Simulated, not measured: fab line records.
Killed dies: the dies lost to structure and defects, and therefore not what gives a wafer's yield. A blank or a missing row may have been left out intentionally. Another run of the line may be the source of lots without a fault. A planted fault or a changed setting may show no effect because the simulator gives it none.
Matching of chambers + flow nand harc + NHARC_A_STAIRCASE_ETCH_292 on rie diel-02 has 4 sister chambers
The step etches the open film in CF4/CHF3. 8 wafers are shown with their chamber, then 9 later ones without.

== EACH WAFER AND ITS CHAMBER ==
| wafer  | chamber | showerhead plenum p Torr (Torr) | rf vpp V (V) |
|--------|---------|---------------------------------|--------------|
| L076.5 | 2       | 1.55                            | 369.1        |
| L094.1 | 0       | 1.57                            | 371.4        |
| L094.6 | 0       | 1.57                            | 371.2        |
| L094.3 | 2       | 1.54                            | 370.0        |
| L094.5 | 1       | 1.59                            | 371.4        |
| L093.2 | 1       | 1.59                            | 369.7        |
| L093.4 | 3       | 1.53                            | 368.9        |
| L093.6 | 3       | 1.53                            | 369.7        |

== WAFERS WITH NO CHAMBER GIVEN ==
| wafer  | showerhead plenum p Torr (Torr) | rf vpp V (V) |
|--------|---------------------------------|--------------|
| L095.2 | 1.53                            | 370.8        |
| L095.4 | 1.59                            | 371.3        |
| L095.6 | 1.53                            | 368.7        |
| L096.1 | 1.59                            | 370.3        |
| L096.3 | 1.54                            | 369.5        |
| L096.6 | 1.53                            | 370.4        |
| L097.1 | 1.59                            | 370.9        |
| L097.4 | 1.54                            | 370.2        |
| L097.5 | 1.57                            | 369.2        |

== WHICH CHAMBER EACH WENT THROUGH ==
| wafer  | from the rows above     | in truth |
|--------|-------------------------|----------|
| L095.2 | 3                       | 3        |
| L095.4 | 1                       | 1        |
| L095.6 | 3                       | 3        |
| L096.1 | 1                       | 1        |
| L096.3 | can't be placed: 2 or 3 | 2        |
| L096.6 | 3                       | 3        |
| L097.1 | 1                       | 1        |
| L097.4 | can't be placed: 2 or 3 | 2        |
| L097.5 | 0                       | 0        |
Correctly placed: 7 of 9. These rows do not allow placing 2 (true chamber among the candidates in 2). 0 placed wrongly.
How it was worked out, from the rows above alone: a wafer's distance from a chamber is the root of the sum, over the readings, of the square of ((its reading less the chamber's mean) divided by the reading's scatter). If the next closest chamber is less than 2 further off than the closest, the wafer can't be placed; otherwise it belongs to the closest. The mean given for a chamber averages the wafers shown for that chamber. The scatter: the root of (the sum of the squares of (reading less its chamber's mean) over the shown wafers, divided by (wafers less chambers)).
